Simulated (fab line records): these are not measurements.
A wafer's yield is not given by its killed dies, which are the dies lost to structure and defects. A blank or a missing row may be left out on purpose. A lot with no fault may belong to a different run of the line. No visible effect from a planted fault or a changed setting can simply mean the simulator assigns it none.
Struck lot and sound lot, side by side | flow nandHarc | 40 out of 1302 route steps
Sound: these wafers, L803.3, L803.5, L803.6. Struck: wafers L808.1, L808.3, L808.6. Last of all comes the cause.
At each step with rows: each side's tool, then ch and its chambers, then its first start. Under that, the readings that differ: sound wafers | struck wafers | difference of the means | sigmas: that difference in standard deviations of wafers without a fault.
alike: readings whose means differ by less than 2 such deviations, and words and numbers that are the same on both sides. not compared: withheld readings, readings that some wafer has no value for, bounds like >300 that may hide the same value, and numbers for which the record gives no deviation and whose values overlap.
The two part at a step that has a row with sigmas, a row that says differs or no value, or rows on one side only. Numbers that have no deviation but don't overlap get no sigmas and don't part them. A reading that every wafer of one side lacks parts them only if that side has two wafers or more.

first, 1 step without rows for these wafers: NHARC_A_CHANNEL_FILL_D1_SRD_12.
NHARC_A_CHANNEL_FILL_D1_INSPECT_13:
  sound: defectInspect-01 at day 13 12:54; struck: defectInspect-01 at day 15 10:34
  alike: rawDefectCount
NHARC_A_DECK1_JOINT_ETCHBACK_07: etches the open film in HBr, target depth 105 nm, time 26.9 s.
  sound on rieSi-03 ch 0,1,2, day 13 13:00; struck on rieSi-01 ch 1,2, day 15 10:39
  alike: biasW, drypumpMotorCurrentA, oesProductAu, throttleValvePct
  not compared: rfHoursCounterH
then, 8 steps without rows for these wafers: NHARC_A_DECK1_JOINT_ETCH_25 (etches SiO2 in dHF, target depth 0.5 nm); NHARC_A_DECK1_JOINT_ETCH_19 (etches poly-Si in TMAH, target depth 3 nm); NHARC_A_DECK1_JOINT_ETCH_18 (etches SiO2 in dHF, target depth 3 nm); NHARC_A_DECK1_JOINT_WET_08 (chemistry H3PO4, time 86 s); NHARC_A_DECK1_JOINT_ETCH_09 (etches SiO2 in dHF, target depth 5 nm); NHARC_A_DECK1_JOINT_WET_10 (chemistry H3PO4, time 86 s); NHARC_A_DECK1_JOINT_ETCH_11 (etches SiO2 in dHF, target depth 35 nm); NHARC_A_DECK1_JOINT_CVD_12 (deposits poly-Si, target thk 90 nm, time 1800 s).
NHARC_A_DECK1_JOINT_CMP_13: polishes, target thk 51.023 nm.
  sound on cmp-03 ch 0,1,2, day 13 23:32; struck on cmp-02 ch 0,1,2, day 15 20:58
  alike: motorCurrentA, timeToEndpointS
NHARC_A_DECK1_JOINT_THK_MEAS_14: measures by ellipsometry.
  sound: filmMetro-02 at day 13 23:44; struck: filmMetro-02 at day 15 21:13
  alike: thkNm
then, 1 step without rows for these wafers: NHARC_A_DECK1_JOINT_SRD_04.
NHARC_A_DECK1_JOINT_ETCHBACK_00: etches the open film in HBr, target depth 30 nm, time 17.4 s.
  sound on rieSi-03 ch 0,3, day 13 23:54; struck on rieSi-03 ch 0,3, day 15 21:20
  alike: biasW, drypumpMotorCurrentA, oesProductAu, throttleValvePct
  not compared: rfHoursCounterH
then, 8 steps without rows for these wafers: NHARC_A_DECK1_JOINT_PRECLEAN_30 (cleans in SC1); NHARC_A_DECK1_JOINT_SRD_31; NHARC_A_DECK1_JOINT_CVD_34 (deposits SiNx, target thk 20 nm); NHARC_A_DECK1_JOINT_DEP_06 (deposits SiOx, target thk 80 nm); NHARC_A_DECK1_JOINT_CURE_26 (time 32 s); NHARC_A_DECK1_JOINT_ANNEAL_27 (time 3600 s); NHARC_A_DECK1_JOINT_ANNEAL_28 (time 1800 s); NHARC_A_DECK1_JOINT_ANNEAL_29 (time 1800 s).
NHARC_A_DECK1_JOINT_CMP_02: polishes SiOx.
  sound on cmp-01 ch 0,3, day 15 03:04; struck on cmp-03 ch 0,1,2, day 17 03:29
  alike: motorCurrentA
then, 1 step without rows for these wafers: NHARC_A_DECK1_JOINT_SRD_15.
NHARC_A_DECK1_JOINT_DEP_16: deposits SiO2, target thk 45 nm.
  sound on pecvd-01 ch 0,1, day 15 03:31; struck on pecvd-04 ch 0,2, day 17 03:51
  alike: heaterPowerW, throttleValvePct
NHARC_A_DECK1_JOINT_THK_MEAS_17: measures by ellipsometry.
  sound: filmMetro-01 at day 15 03:46; struck: filmMetro-02 at day 17 04:08
  alike: thkNm
after that, 1 step with no rows for these wafers: NHARC_A_ONON_D2_DEP_00 (target thk 1000 nm).
NHARC_A_ONON_D2_THK_MEAS_02: measures by ellipsometry.
  sound: filmMetro-02 at day 15 04:23; struck: filmMetro-02 at day 17 04:45
  alike: thkNm
after that, 1 step with no rows for these wafers: NHARC_A_ONON_D2_DEP_03 (target thk 1000 nm).
NHARC_A_ONON_D2_THK_MEAS_05: measures by ellipsometry.
  sound: filmMetro-01 at day 15 04:56; struck: filmMetro-01 at day 17 05:19
  alike: thkNm
after that, 1 step with no rows for these wafers: NHARC_A_ONON_D2_DEP_06 (target thk 1000 nm).
NHARC_A_ONON_D2_THK_MEAS_08: measures by ellipsometry.
  sound: filmMetro-01 at day 15 05:31; struck: filmMetro-02 at day 17 05:52
  alike: thkNm
after that, 1 step with no rows for these wafers: NHARC_A_ONON_D2_DEP_09 (target thk 1000 nm).
NHARC_A_ONON_D2_THK_MEAS_11: measures by ellipsometry.
  sound: filmMetro-02 at day 15 06:04; struck: filmMetro-02 at day 17 06:26
  alike: thkNm
after that, 1 step with no rows for these wafers: NHARC_A_ONON_D2_DEP_12 (target thk 1000 nm).
NHARC_A_ONON_D2_THK_MEAS_14: measures by ellipsometry.
  sound: filmMetro-01 at day 15 06:38; struck: filmMetro-01 at day 17 07:01
  alike: thkNm
then, 2 steps without rows for these wafers: NHARC_A_ONON_D2_ANNEAL_15 (time 3600 s); NHARC_A_ONON_D2_DEP_16 (target thk 1000 nm).
-- the record jumps here: 12 days lie between the struck wafers' starts before and after (it left off in module A_ONON_D2 and takes up again in module END, whose first step shown is number 1302 of the route) --
NHARC_END_SORT_01:
  only the struck wafers appear in the record here, on prober-02 ch 0 at day 28 19:47; the sound ones have no rows

## WHERE THEY PART
Only at NHARC_END_SORT_01, within this record.

WHY: what the simulator had put in
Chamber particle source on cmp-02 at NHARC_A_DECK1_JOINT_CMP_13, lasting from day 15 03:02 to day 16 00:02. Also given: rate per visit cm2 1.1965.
